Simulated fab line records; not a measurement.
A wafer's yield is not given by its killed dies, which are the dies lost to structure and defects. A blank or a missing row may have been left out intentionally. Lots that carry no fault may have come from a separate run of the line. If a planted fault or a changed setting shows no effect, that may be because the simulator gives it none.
Chamber matching :: flow nand_harc :: NHARC_P_M1_CMP_23 on cmp-01 has 4 sister chambers
The step polishes, t overpolish 20 s, target thk 157.82 nm. 8 wafers are shown with their chamber, then 7 later ones without.

EACH WAFER AND ITS CHAMBER
wafer: L922.2
chamber: 2
time_to_endpoint_s (s): 28.4
motor_current_A (A): 11.5

wafer: L923.1
chamber: 3
time_to_endpoint_s (s): 24.2
motor_current_A (A): 11.6

wafer: L924.6
chamber: 1
time_to_endpoint_s (s): 29.7
motor_current_A (A): 12.2

wafer: L938.2
chamber: 0
time_to_endpoint_s (s): 28.2
motor_current_A (A): 12.1

wafer: L938.4
chamber: 2
time_to_endpoint_s (s): 25.2
motor_current_A (A): 11.3

wafer: L938.5
chamber: 1
time_to_endpoint_s (s): 31.7
motor_current_A (A): 11.4

wafer: L940.1
chamber: 0
time_to_endpoint_s (s): 30.7
motor_current_A (A): 10.7

wafer: L940.3
chamber: 3
time_to_endpoint_s (s): 26.7
motor_current_A (A): 12.6

WAFERS MISSING THEIR CHAMBER
wafer: L940.5
time_to_endpoint_s (s): 26.5
motor_current_A (A): 12.1

wafer: L942.1
time_to_endpoint_s (s): 24.8
motor_current_A (A): 12.7

wafer: L942.2
time_to_endpoint_s (s): 25.3
motor_current_A (A): 11.8

wafer: L942.5
time_to_endpoint_s (s): 25.2
motor_current_A (A): 11.7

wafer: L945.2
time_to_endpoint_s (s): 34.0
motor_current_A (A): 11.8

wafer: L945.4
time_to_endpoint_s (s): 23.1
motor_current_A (A): 11.7

wafer: L945.6
time_to_endpoint_s (s): 25.7
motor_current_A (A): 11.5

EACH ONE'S CHAMBER
wafer: L940.5
from the rows above: can't be placed: 3 or 2 or 0 or 1
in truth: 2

wafer: L942.1
from the rows above: can't be placed: 3 or 2
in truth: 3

wafer: L942.2
from the rows above: can't be placed: 3 or 2 or 0
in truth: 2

wafer: L942.5
from the rows above: can't be placed: 3 or 2 or 0
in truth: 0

wafer: L945.2
from the rows above: can't be placed: 1 or 0
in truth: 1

wafer: L945.4
from the rows above: can't be placed: 3 or 2
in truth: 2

wafer: L945.6
from the rows above: can't be placed: 2 or 3 or 0
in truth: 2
Placed correctly: 0 of 7. From these rows, 7 cannot be placed; in 7 the true chamber is one of the candidates. Wrongly placed: 0.
How it was worked out, from the rows above alone: a wafer's distance from a chamber is the root of the sum, over the readings, of the square of ((its reading less the chamber's mean) divided by the reading's scatter). If the next closest chamber is less than 2 further off than the closest, the wafer can't be placed; otherwise it belongs to the closest. A chamber's mean is the mean of its shown wafers. The scatter is the square root of a quotient: the sum, over the shown wafers, of each reading's squared deviation from its chamber's mean, divided by wafers minus chambers.
